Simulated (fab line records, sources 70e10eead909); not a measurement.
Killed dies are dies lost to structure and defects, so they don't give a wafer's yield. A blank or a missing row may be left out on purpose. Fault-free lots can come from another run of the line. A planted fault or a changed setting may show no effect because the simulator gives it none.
Matching of chambers -- flow nandHarc -- NHARC_A_CONTACT_DEP_85 on pecvd-03: 3 sister chambers
The step deposits SiON, target thk 60 nm. 3 wafers are shown with their chamber, then 7 later ones without.

WAFERS PAIRED WITH THEIR CHAMBERS
wafer,chamber,heaterPowerW (W)
L137.5,0,536
L148.6,2,831
L155.4,1,830

WAFERS WITHOUT THEIR CHAMBER
wafer,heaterPowerW (W)
L155.5,876
L154.1,540
L154.3,889
L154.4,532
L156.2,725
L156.3,568
L156.5,584

EACH ONE'S CHAMBER
wafer,from the rows above,in truth
L155.5,can't be placed: 2 or 1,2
L154.1,0,0
L154.3,can't be placed: 2 or 1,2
L154.4,0,0
L156.2,can't be placed: 1 or 2 or 0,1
L156.3,0,0
L156.5,0,0
4 of 7 placed correctly. These rows do not allow placing 3 (true chamber among the candidates in 3). Placed wrongly: 0.
How it was worked out, from the rows above alone: a wafer's distance from a chamber is the root of the sum, over the readings, of the square of ((its reading less the chamber's mean) divided by the reading's scatter). If the next closest chamber is less than 2 further off than the closest, the wafer can't be placed; otherwise it belongs to the closest. Each chamber's mean is taken over the wafers shown for it. The scatter: root of mean squared gap, hidden wafer to nearest shown wafer, with one shown wafer a chamber.
